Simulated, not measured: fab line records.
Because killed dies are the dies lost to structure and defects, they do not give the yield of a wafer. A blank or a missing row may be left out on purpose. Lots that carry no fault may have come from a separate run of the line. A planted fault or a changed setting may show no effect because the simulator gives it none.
Lot-split experiment + flow n5 finfet + route with 1938 steps; 7 lots, 21 wafers read

ABOUT THE SPLIT
At N5_BEOL_M7_VIA_ETCH_34 (etches SiCOH lowk in C4F6/O2, target depth 125.5 nm, time 50.5 s), the setting time s was moved away from the recipe's 50.5 s on 6 of the 21 wafers read, by -6.1% to +20.9%. For the rest of the wafers, this setting stayed at what the recipe calls for.

Reading taken at the split's own step.

THE READING
SOC_of_BEOL_M7_COAT_63.thk nm (the simulator's own value, which no gauge read), in nm, at N5_BEOL_M7_VIA_ETCH_34 (etches SiCOH lowk in C4F6/O2, target depth 125.5 nm, time 50.5 s). The file does not state a usual value for it. Here, 15 wafers ran the recipe; their average is 54.1 nm with a standard deviation of 0.19 nm.

| wafer  | tool, chamber at the split | time s as run, s | against the recipe | SOC_of_BEOL_M7_COAT_63.thk nm, nm | against lot-mates on the recipe |
|--------|----------------------------|------------------|--------------------|-----------------------------------|---------------------------------|
| L074.2 | rie diel-04, 2             | 50.5             | recipe             | 54                                | -                               |
| L074.4 | rie diel-04, 1             | 50.5             | recipe             | 54.2                              | -                               |
| L074.6 | rie diel-04, 3             | 50.5             | recipe             | 54.2                              | -                               |
| L075.2 | rie diel-03, 3             | 50.5             | recipe             | 53.8                              | -                               |
| L075.4 | rie diel-03, 0             | 50.5             | recipe             | 54                                | -                               |
| L075.6 | rie diel-03, 1             | 55.18            | +9.3%              | 53.2                              | -0.7                            |
| L082.3 | rie diel-05, 2             | 47.43            | -6.1%              | 54                                | +0.0                            |
| L082.4 | rie diel-05, 3             | 50.5             | recipe             | 54                                | -                               |
| L082.6 | rie diel-05, 3             | 47.43            | -6.1%              | 54.4                              | +0.4                            |
| L084.3 | rie diel-04, 3             | 50.5             | recipe             | 54                                | -                               |
| L084.4 | rie diel-04, 1             | 50.5             | recipe             | 54.2                              | -                               |
| L084.6 | rie diel-04, 0             | 50.5             | recipe             | 54                                | -                               |
| L086.1 | rie diel-03, 0             | 50.5             | recipe             | 54.4                              | -                               |
| L086.2 | rie diel-03, 1             | 50.5             | recipe             | 54.2                              | -                               |
| L086.6 | rie diel-03, 0             | 50.5             | recipe             | 54.6                              | -                               |
| L095.1 | rie diel-05, 0             | 61.03            | +20.9%             | 53                                | -1.2                            |
| L095.4 | rie diel-05, 1             | 61.03            | +20.9%             | 53.2                              | -1.0                            |
| L095.6 | rie diel-05, 2             | 50.5             | recipe             | 54.2                              | -                               |
| L093.1 | rie diel-04, 3             | 58.25            | +15.3%             | 53                                | -1.1                            |
| L093.2 | rie diel-04, 0             | 50.5             | recipe             | 54                                | -                               |
| L093.4 | rie diel-04, 1             | 50.5             | recipe             | 54.2                              | -                               |

FIT RESULTS
A straight line over all 21 wafers: SOC_of_BEOL_M7_COAT_63.thk nm changes by -0.053 nm for each +1% of time s; r = -0.87; the points scatter about the line by 0.23 nm.
The same after taking each lot's own level away (the mean of its wafers on the recipe; 21 wafers): -0.0554 nm for each +1%; r = -0.95; scatter 0.14 nm.
Per that fit: largest time s move, reading shift of 1.2 nm.
Measured against the standard deviation above, the lots' own levels, which go from 53.90 to 54.40 nm, span 2.7 times it.
So the lot-to-lot level changes the slope little: the two slopes agree.
Check: for one of the wafers moved furthest among these (+20.9%), held out of the fit, the line's prediction against its lot-mates is -1.18 nm. It came out at -1.2 nm against them.

THESE WAFERS: OTHER SPLITS
Other splits were also applied to these wafers ahead of the reading. Each is held against what the fit with the lots' levels taken away leaves over:
| other split on the same wafers | wafers away from the commonest value | r with SOC_of_BEOL_M7_COAT_63.thk nm (lot level and that fit taken away) |
|--------------------------------|--------------------------------------|--------------------------------------------------------------------------|
| N5_BEOL_M6_EXPOSE_08 dose mj   | 7                                    | +0.22                                                                    |
| N5_BEOL_M6_ETCH_62 time s      | 8                                    | +0.10                                                                    |
| N5_BEOL_M7_PECVD_70 temp c     | 10                                   | -0.19                                                                    |
| N5_BEOL_M7_COAT_05 spin rpm    | 8                                    | +0.05                                                                    |

THE WHOLE CHAIN: every reading that the file lists as answering this split, in the file's order
| step                   | what it does                                                     | reading                                                                        | change (the file's fit)                | r (the file's) |
|------------------------|------------------------------------------------------------------|--------------------------------------------------------------------------------|----------------------------------------|----------------|
| N5_BEOL_M7_VIA_ETCH_34 | etches SiCOH lowk in C4F6/O2, target depth 125.5 nm, time 50.5 s | etch.depth nm (the simulator's own value, which no gauge read)                 | +1.21 nm for each +1% of the setting   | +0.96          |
| N5_BEOL_M7_VIA_ETCH_34 | etches SiCOH lowk in C4F6/O2, target depth 125.5 nm, time 50.5 s | SOC_of_BEOL_M7_COAT_63.thk nm (the simulator's own value, which no gauge read) | -0.0599 nm for each +1% of the setting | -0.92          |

FILE'S OWN FIT
SOC_of_BEOL_M7_COAT_63.thk nm changes by -0.0599 nm for each +1% of time s, r = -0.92.
